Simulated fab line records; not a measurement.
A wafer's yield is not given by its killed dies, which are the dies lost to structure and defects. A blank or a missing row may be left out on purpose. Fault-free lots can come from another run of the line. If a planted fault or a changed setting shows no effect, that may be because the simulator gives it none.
fab line records	flow n5-finfet
record: lots: 10	wafers: 30	last-day: 18
route steps=1938 shown HKMG_FIN@385 BEOL_M4@1096 PASSIVATION@1936
lots that met no fault: from a run of the same line without faults
start-h: hours from the record's opening day to when the first of the lot's shown wafers began	wait-h: time in hours since the lot's previous step	" unchanged from the row above	L1.1+2: a row that stands for several wafers	- value missing, or start not given	* or withheld: withheld	< > ~ a bound
route shown NAME@n: names a module that has steps shown in the file, with the first one's number in the route	usual: mean/standard deviation of fault-free wafers	same: alike in all rows	chamber/n: place in a boat	sites: readings site by site	_std_site: standard deviation of those values	_edge_site: inner sites' mean taken away from outer sites' mean	radius-mm: for every site, how far away it sits from the centre of the wafer	mask NAME#n: copy n	behind: tool/chamber where the wafer was last shaped	hold: what put the lot on hold/how long, in hours/how the hold closed	device: the n, p or np transistor that did not switch	end of line: the same wafers' tests at the end of the route	a step given without rows: its recipe and nothing more	killed: at the first sort, the dies lost to defects and structure; wafer yield is something else	map: a wafer's dies, x killed, . not, _ none there
set.NAME: setting as actually run; set.NAME@STEP: the setting as run at that earlier step	model.NAME: the simulator's own value behind a step, which no gauge read
the route's steps for a sample of lots (tables are steps, rows are wafers)
services: from which hour (start-h, from the record's first day; less than 0 if before it) a tool's chamber was out of use, for how many hours, and why
== steps ==
step: N5_HKMG_FIN_IL_REGROW_00
recipe: material: SiO2	target-thk-a: 7.5	chemistry: O3	temp-c: withheld	time-s: 30
lot.wafer	tool	chamber	start-h	wait-h
L832.1+3+4	ald-hk-03	3,1,0	84.38	0.0
L833.1+3+6	ald-hk-03	3,0,3	87.66	0.0
L835.1+4+6	ald-hk-02	2,1,1	103.54	0.0
L836.1+3+5	ald-hk-03	2,0,0	108.21	0.0
L837.1+2+5	ald-hk-03	1,0,3	114.34	0.0
L838.1+5+6	ald-hk-01	0,0,1	123.72	0.0
L840.2+4+5	ald-hk-02	2,0,0	137.44	0.0
L842.1+2+3	ald-hk-03	1,3,0	146.04	0.0
L848.2+3+5	ald-hk-03	0,2,1	178.81	0.0
L853.2+3+4	ald-hk-01	1,2,0	214.48	0.0
step: N5_BEOL_M4_SPUTTER_92
recipe: material: Cu	target-thk-a: 45	temp-c: -20	chamber-pressure-pa: 0.07	power-w: withheld	time-s: 8.29
usual: chuck-gas-flow-sccm: 1.26/0.054	substrate-temp-c: -20.00/0.11	throttle-valve-pct: 29.6/0.8
same: time-s: 8.29
lot.wafer	tool	chamber	start-h	wait-h	chuck-gas-flow-sccm	substrate-temp-c	throttle-valve-pct
L832.1	pvd-sputter-02	-	181.40	0.1	1.32	-20.00	29.9
L832.3	"	-	"	"	1.27	-20.15	29.0
L832.4	"	-	"	"	1.23	-20.06	28.7
L835.1	pvd-sputter-02	-	190.34	0.1	1.28	-20.07	28.9
L835.4	"	-	"	"	1.22	-20.07	29.3
L835.6	"	-	"	"	1.20	-19.97	28.7
L833.1	pvd-sputter-02	-	192.77	0.1	1.24	-20.07	28.8
L833.3	"	-	"	"	1.27	-19.99	28.8
L833.6	"	-	"	"	1.21	-20.00	29.0
L836.1	pvd-sputter-02	-	200.37	0.1	1.32	-19.82	29.9
L836.3	"	-	"	"	1.26	-19.97	29.1
L836.5	"	-	"	"	1.22	-20.03	28.9
L837.1	pvd-sputter-03	-	215.21	0.1	1.26	-19.97	30.8
L837.2	"	-	"	"	1.26	-20.01	30.0
L837.5	"	-	"	"	1.34	-19.96	30.7
L838.1	pvd-sputter-03	-	222.62	0.1	1.24	-20.05	30.5
L838.5	"	-	"	"	1.31	-19.96	30.3
L838.6	"	-	"	"	1.25	-19.98	30.6
L840.2	pvd-sputter-02	-	242.27	0.1	1.31	-20.08	29.2
L840.4	"	-	"	"	1.24	-19.94	29.6
L840.5	"	-	"	"	1.30	-19.96	28.9
L842.1	pvd-sputter-03	-	243.63	0.1	1.28	-19.92	29.9
L842.2	"	-	"	"	1.24	-20.07	30.5
L842.3	"	-	"	"	1.27	-20.22	29.7
L848.2	pvd-sputter-02	-	277.63	0.1	1.27	-20.14	29.0
L848.3	"	-	"	"	1.28	-19.91	29.8
L848.5	"	-	"	"	1.18	-20.04	28.7
L853.2	pvd-sputter-02	-	309.95	0.1	1.31	-19.93	29.0
L853.3	"	-	"	"	1.30	-19.96	29.8
L853.4	"	-	"	"	1.32	-20.12	29.0
step: N5_BEOL_M4_SPUTTER_96
recipe: material: Cu	target-thk-a: 45	temp-c: -20	chamber-pressure-pa: 0.07	power-w: withheld	time-s: 8.29
usual: chuck-gas-flow-sccm: 1.26/0.051	substrate-temp-c: -20.00/0.12	throttle-valve-pct: 29.6/0.79
same: time-s: 8.29
lot.wafer	tool	chamber	start-h	wait-h	chuck-gas-flow-sccm	substrate-temp-c	throttle-valve-pct
L832.1	pvd-sputter-02	-	181.84	0.1	1.26	-20.32	29.6
L832.3	"	-	"	"	1.26	-20.10	29.0
L832.4	"	-	"	"	1.25	-19.88	28.9
L835.1	pvd-sputter-02	-	190.78	0.1	1.31	-19.99	28.9
L835.4	"	-	"	"	1.34	-20.03	29.0
L835.6	"	-	"	"	1.31	-19.92	28.6
L833.1	pvd-sputter-02	-	193.21	0.1	1.23	-20.08	28.9
L833.3	"	-	"	"	1.42	-19.95	29.0
L833.6	"	-	"	"	1.17	-19.97	28.9
L836.1	pvd-sputter-02	-	200.81	0.1	1.32	-19.83	29.6
L836.3	"	-	"	"	1.24	-20.11	28.8
L836.5	"	-	"	"	1.31	-20.04	29.0
L837.1	pvd-sputter-03	-	215.65	0.1	1.30	-20.16	30.8
L837.2	"	-	"	"	1.29	-20.03	29.9
L837.5	"	-	"	"	1.23	-20.08	30.9
L838.1	pvd-sputter-03	-	223.06	0.1	1.28	-20.02	30.4
L838.5	"	-	"	"	1.26	-19.85	30.0
L838.6	"	-	"	"	1.17	-20.02	30.2
L840.2	pvd-sputter-02	-	242.71	0.1	1.21	-20.07	29.0
L840.4	"	-	"	"	1.25	-19.78	29.7
L840.5	"	-	"	"	1.21	-20.00	29.2
L842.1	pvd-sputter-03	-	244.07	0.1	1.24	-19.99	29.8
L842.2	"	-	"	"	1.26	-19.81	30.4
L842.3	"	-	"	"	1.19	-20.05	29.9
L848.2	pvd-sputter-02	-	278.07	0.1	1.27	-19.98	28.9
L848.3	"	-	"	"	1.31	-19.89	29.6
L848.5	"	-	"	"	1.25	-19.76	28.9
L853.2	pvd-sputter-02	-	310.39	0.1	1.35	-19.95	29.3
L853.3	"	-	"	"	1.28	-20.08	29.6
L853.4	"	-	"	"	1.25	-20.06	28.8
step: N5_BEOL_M4_CO_CAP_55
recipe: material: Co	target-thk-a: 20	temp-c: 200	precursor: CCTBA/H2	pressure-torr: 30	time-s: 102.1
usual: heater-power-w: 242/19
same: time-s: 102.1
lot.wafer	tool	chamber	start-h	wait-h	heater-power-w
L832.1	cvd-co-02	2	182.70	0.0	261
L832.3	"	1	"	"	243
L832.4	"	1	"	"	245
L835.1	cvd-co-01	0	191.65	0.0	259
L835.4	"	0	"	"	269
L835.6	"	1	"	"	243
L833.1	cvd-co-01	1	194.08	0.0	241
L833.3	"	2	"	"	228
L833.6	"	1	"	"	247
L836.1	cvd-co-02	0	201.83	0.0	210
L836.3	"	1	"	"	250
L836.5	"	0	"	"	211
L837.1	cvd-co-01	0	216.51	0.0	266
L837.2	"	2	"	"	236
L837.5	"	2	"	"	230
L838.1	cvd-co-02	2	223.92	0.0	256
L838.5	"	1	"	"	253
L838.6	"	2	"	"	258
L840.2	cvd-co-02	0	243.59	0.0	211
L840.4	"	2	"	"	266
L840.5	"	0	"	"	208
L842.1	cvd-co-01	2	245.25	0.0	227
L842.2	"	1	"	"	242
L842.3	"	0	"	"	260
L848.2	cvd-co-02	2	278.95	0.0	260
L848.3	"	0	"	"	206
L848.5	"	0	"	"	205
L853.2	cvd-co-02	1	311.25	0.0	246
L853.3	"	0	"	"	208
L853.4	"	2	"	"	253
step: N5_BEOL_M4_RC_MEAS_101
usual: DIBL_N: 35.9/1.4	DIBL_P: 35.9/1.7	EOT_N: 10.52/0.098	EOT_P: 10.46/0.082	IGATE_N: 0.0129/0.0017	IGATE_P: 0.0038/0.00048	IOFF_N: 0.155/0.023	IOFF_P: 0.201/0.029	ION_N: 672/8.8	ION_P: 460/7	SS_N: 71.6/0.48	SS_P: 73.1/0.64	VT_N: 250.0/3	VT_P: -251.6/3
lot.wafer	tool	chamber	start-h	wait-h	DIBL_N[mV/V]	DIBL_P[mV/V]	EOT_N	EOT_P	IGATE_N[nA/um]	IGATE_P[nA/um]	IOFF_N[nA/um]	IOFF_P[nA/um]	ION_N[uA/um]	ION_P[uA/um]	SS_N[mV/dec]	SS_P[mV/dec]	VT_N[mV]	VT_P[mV]
L832.1	prober-02	0	182.94	0.0	35.3	34.0	10.48	10.48	0.0119	0.0036	0.146	0.207	672	469	71.8	72.6	252.7	-248.6
L832.3	"	0	"	"	35.4	34.6	10.63	10.49	0.0120	0.0036	0.144	0.206	670	462	71.1	73.0	250.4	-247.5
L832.4	"	0	"	"	36.0	36.0	10.50	10.42	0.0120	0.0036	0.163	0.232	688	475	72.0	73.2	248.6	-247.8
L835.1	prober-01	0	191.89	0.0	32.8	34.9	10.43	10.40	0.0141	0.0042	0.126	0.168	663	453	71.3	73.3	254.2	-257.0
L835.4	"	0	"	"	35.5	37.1	10.38	10.27	0.0167	0.0050	0.165	0.200	671	456	71.5	73.6	250.1	-254.1
L835.6	"	0	"	"	35.6	37.1	10.47	10.50	0.0138	0.0041	0.161	0.208	668	459	72.1	73.6	251.3	-250.2
L833.1	prober-02	0	194.31	0.0	36.2	35.5	10.49	10.55	0.0123	0.0038	0.143	0.188	669	458	71.7	72.4	251.5	-255.1
L833.3	"	0	"	"	37.7	36.6	10.58	10.47	0.0125	0.0038	0.163	0.202	666	456	72.1	73.5	251.0	-252.9
L833.6	"	0	"	"	35.9	35.5	10.57	10.41	0.0127	0.0038	0.145	0.190	674	462	71.3	72.6	250.1	-252.0
L836.1	prober-01	0	202.06	0.0	34.1	35.0	10.60	10.55	0.0114	0.0034	0.128	0.162	660	452	71.6	72.4	252.3	-254.1
L836.3	"	0	"	"	35.3	36.8	10.43	10.37	0.0157	0.0046	0.150	0.179	674	457	71.1	73.4	249.7	-254.3
L836.5	"	0	"	"	36.0	37.7	10.65	10.43	0.0124	0.0037	0.161	0.186	676	460	72.0	73.6	251.4	-253.0
L837.1	prober-02	0	216.75	0.0	33.8	33.6	10.54	10.44	0.0126	0.0037	0.126	0.147	669	453	70.9	72.7	251.1	-256.9
L837.2	"	0	"	"	35.1	34.5	10.44	10.39	0.0150	0.0044	0.141	0.155	669	443	71.8	72.7	251.5	-256.8
L837.5	"	0	"	"	34.4	34.1	10.28	10.29	0.0178	0.0052	0.131	0.148	665	448	70.8	72.1	252.5	-256.1
L838.1	prober-01	0	224.19	0.0	37.8	38.9	10.51	10.57	0.0120	0.0036	0.193	0.216	688	460	71.6	74.2	244.7	-251.0
L838.5	"	0	"	"	38.1	38.7	10.43	10.42	0.0122	0.0037	0.199	0.217	687	466	71.6	74.5	247.1	-250.6
L838.6	"	0	"	"	36.6	35.8	10.38	10.50	0.0107	0.0032	0.166	0.174	660	446	71.7	72.2	249.3	-253.7
L840.2	prober-01	0	243.98	0.2	34.5	35.1	10.63	10.57	0.0106	0.0032	0.126	0.184	654	457	71.1	72.0	255.7	-250.0
L840.4	"	0	"	"	37.0	37.8	10.63	10.50	0.0119	0.0036	0.169	0.221	685	474	71.7	73.6	249.0	-250.5
L840.5	"	0	"	"	35.2	35.1	10.57	10.46	0.0114	0.0035	0.134	0.179	661	460	70.8	72.5	250.9	-252.3
L842.1	prober-02	0	245.48	0.0	36.2	34.6	10.52	10.43	0.0132	0.0040	0.138	0.180	671	461	70.9	72.2	249.2	-253.5
L842.2	"	0	"	"	35.2	33.5	10.39	10.36	0.0140	0.0042	0.123	0.166	666	453	70.5	72.1	253.1	-256.0
L842.3	"	0	"	"	37.1	35.2	10.55	10.40	0.0140	0.0041	0.146	0.188	672	462	71.4	72.7	251.4	-252.9
L848.2	prober-02	0	279.34	0.2	33.5	33.6	10.00	9.99	0.0317	0.0091	0.120	0.134	667	452	71.2	72.7	255.0	-259.7
L848.3	"	0	"	"	34.9	35.5	10.42	10.45	0.0159	0.0046	0.134	0.149	680	456	71.4	73.7	254.3	-256.1
L848.5	"	0	"	"	34.1	34.6	10.48	10.50	0.0124	0.0035	0.125	0.140	658	445	71.2	72.8	251.2	-257.9
L853.2	prober-02	0	311.64	0.2	35.6	34.0	10.64	10.57	0.0108	0.0033	0.141	0.186	649	448	71.7	72.6	255.4	-253.7
L853.3	"	0	"	"	34.9	34.2	10.62	10.66	0.0100	0.0031	0.131	0.198	668	462	71.1	73.4	250.9	-251.9
L853.4	"	0	"	"	33.5	32.8	10.59	10.55	0.0111	0.0034	0.113	0.168	654	454	71.0	72.6	256.9	-252.6
step: N5_PASSIVATION_PROBE_49
usual: defect-limited-yield: 91.7/1.5	killed_at_M0_to_M3: 30/8.6	killed_at_M4_up: 12/4.5	killed-at-contacts: 13/5.8	killed-at-front-end: 38/11	killed-at-other: 4/3	killed-dies: 97/17	killed-open: 63/12	killed-short: 32/8.8	sort_bin_5_function: 4.8/0.91	sort_bin_6_memory: 3.1/0.68	sort-n-pass: 1083/17	sort-yield-pct: 91.7/1.5
same: gross-dies: 1180	killed-at-back-side: 0	sort_bin_4_leakage[%]: 0	sort_bin_8_speed[%]: 0
lot.wafer	tool	chamber	start-h	wait-h	defect-limited-yield[%]	killed_at_M0_to_M3	killed_at_M4_up	killed-at-contacts	killed-at-front-end	killed-at-other	killed-dies	killed-open	killed-short	sort_bin_5_function[%]	sort_bin_6_memory[%]	sort-n-pass	sort-yield-pct[%]
L832.1	prober-01	-	294.22	0.0	90.4	36	12	5	53	7	113	79	31	6.0	3.4	1067	90.4
L832.3	prober-01	-	294.32	0.1	91.9	23	16	12	37	8	96	60	34	4.0	3.5	1084	91.9
L832.4	prober-01	-	294.37	0.2	92.4	31	9	7	32	11	90	56	31	4.6	2.6	1090	92.4
L837.1	prober-01	-	318.37	0.0	91.2	33	12	11	45	3	104	70	32	5.3	3.2	1076	91.2
L837.2	prober-01	-	318.42	0.1	94.1	24	9	7	29	1	70	40	29	3.4	2.3	1110	94.1
L837.5	prober-01	-	318.57	0.2	91.9	33	13	7	39	3	95	49	43	4.4	3.2	1085	91.9
L838.1	prober-02	-	325.48	0.0	91.9	27	8	15	43	2	95	60	34	4.7	3.2	1085	91.9
L838.5	prober-02	-	325.68	0.2	92.8	21	21	13	30	0	85	54	26	4.5	2.3	1095	92.8
L838.6	prober-02	-	325.73	0.3	92.5	34	5	20	28	1	88	60	25	5.0	2.3	1092	92.5
killed by level:class
L832.1 STI_FIN_REVEAL:geometric-particle:open=12 BEOL_M1:geometric-particle:open=9 FIN_SAQP:geometric-particle:short=7 DUMMY_GATE:geometric-particle:open=7 BEOL_M2:geometric-particle:open=7 BEOL_M3:geometric-particle:open=6 FIN_SAQP:geometric-particle:open=5 MOL_CONTACT_COAG:geometric-particle:open=5
L832.3 MOL_CONTACT_COAG:geometric-particle:open=10 FIN_SAQP:geometric-particle:open=7 BEOL_M1:geometric-particle:open=7 STI_FIN_REVEAL:geometric-particle:open=6 DUMMY_GATE:geometric-particle:open=5 BEOL_M0_SAQP:geometric-particle:short=5 BEOL_M7:geometric-particle:open=5 STARTING-WAFER:geometric-particle:short=5
L832.4 STI_FIN_REVEAL:geometric-particle:open=13 BEOL_M0_SAQP:geometric-particle:short=8 BEOL_M3:geometric-particle:open=6 MIM_BOT:geometric-particle:short=6 FIN_SAQP:geometric-particle:open=5 MOL_CONTACT_COAG:geometric-particle:open=5 BEOL_M0_SAQP:geometric-particle:open=5 BEOL_M1:geometric-particle:open=5
L837.1 STI_FIN_REVEAL:geometric-particle:open=15 FIN_SAQP:geometric-particle:short=10 MOL_CONTACT_COAG:geometric-particle:open=10 BEOL_M1:geometric-particle:open=9 FIN_SAQP:geometric-particle:open=8 BEOL_M3:geometric-particle:open=6 BEOL_M0_SAQP:geometric-particle:open=5 BEOL_M3:geometric-particle:short=5
L837.2 FIN_SAQP:geometric-particle:short=13 BEOL_M3:geometric-particle:open=6 MOL_CONTACT_COAG:geometric-particle:open=6 STI_FIN_REVEAL:geometric-particle:open=5 BEOL_M1:geometric-particle:open=5 BEOL_M2:geometric-particle:open=5 FIN_SAQP:geometric-particle:open=4 BEOL_M1:geometric-particle:short=3
L837.5 FIN_SAQP:geometric-particle:short=13 BEOL_M0_SAQP:geometric-particle:short=9 BEOL_M0_SAQP:geometric-particle:open=8 FIN_SAQP:geometric-particle:open=6 STI_FIN_REVEAL:geometric-particle:open=6 BEOL_M1:geometric-particle:open=6 MOL_CONTACT_COAG:geometric-particle:open=5 BEOL_M2:geometric-particle:open=5
L838.1 MOL_CONTACT_COAG:geometric-particle:open=13 FIN_SAQP:geometric-particle:short=10 GATE_CUT:geometric-particle:open=8 BEOL_M3:geometric-particle:open=8 GATE_CUT:geometric-particle:short=7 DUMMY_GATE:geometric-particle:open=6 BEOL_M0_SAQP:geometric-particle:short=6 BEOL_M0:geometric-particle:open=4
L838.5 MOL_CONTACT_COAG:geometric-particle:open=11 GATE_CUT:geometric-particle:short=7 BEOL_M0_SAQP:geometric-particle:open=7 BEOL_M3:geometric-particle:open=5 BEOL_M8:geometric-particle:open=5 BEOL_M0_SAQP:geometric-particle:short=4 BEOL_M7:geometric-particle:open=4 FIN_SAQP:geometric-particle:short=3
L838.6 MOL_CONTACT_COAG:geometric-particle:open=16 BEOL_M3:geometric-particle:open=10 DUMMY_GATE:geometric-particle:open=6 BEOL_M0_SAQP:geometric-particle:open=6 BEOL_M0_SAQP:geometric-particle:short=5 STI_FIN_REVEAL:geometric-particle:open=4 MOL_CONTACT_COAG:geometric-particle:short=4 BEOL_M1:geometric-particle:open=4
== services ==
tool	chamber	start-h	hours	kind
ald-hk-01	-	62.95	0.7	repair
pvd-sputter-02	-	104.76	2.3	repair
ald-hk-03	-	104.83	0.7	repair
cvd-co-02	2	110.89	11.5	repair
cvd-co-01	1	116.18	24.8	repair
cvd-co-02	1	122.41	-	clean
cvd-co-02	1	122.41	22.0	scheduled-down
cvd-co-02	1	122.41	22.0	vent-cycle
ald-hk-02	-	127.57	8.7	pm
ald-hk-01	-	169.61	0.7	repair
ald-hk-01	-	176.61	8.7	pm
ald-hk-03	-	189.28	1.4	repair
ald-hk-02	-	225.32	2.8	pm
cvd-co-01	-	228.17	6.0	pm
ald-hk-01	-	248.73	0.7	repair
== key ==
first-sign: step: N5_BEOL_M4_RC_MEAS_101	reading: IGATE_N	direction: up	sigmas: 11	usual: 0.0129	struck: 0.0317
effect: step: N5_BEOL_M4_RC_MEAS_101	reading: IGATE_P	direction: up	sigmas: 11	usual: 0.0038	struck: 0.0091
effect: step: N5_BEOL_M4_RC_MEAS_101	reading: EOT_P	direction: down	sigmas: 5.7	usual: 10.46	struck: 9.99
effect: step: N5_BEOL_M4_RC_MEAS_101	reading: EOT_N	direction: down	sigmas: 5.3	usual: 10.52	struck: 10.00
met-at N5_HKMG_FIN_IL_REGROW_00
struck-lots L848
struck-wafers L848.2
not-acting-at N5_BEOL_M4_SPUTTER_92,N5_BEOL_M4_SPUTTER_96,N5_BEOL_M4_CO_CAP_55
onset-between 146.04 178.81
fault: kind: process-parameter-drift	tool: ald-hk-03	chamber: 0	onset-h: 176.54	steps: N5_HKMG_FIN_IL_REGROW_00	channel: time-s	offset: *	shape: step	end-h: 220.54	stated: *
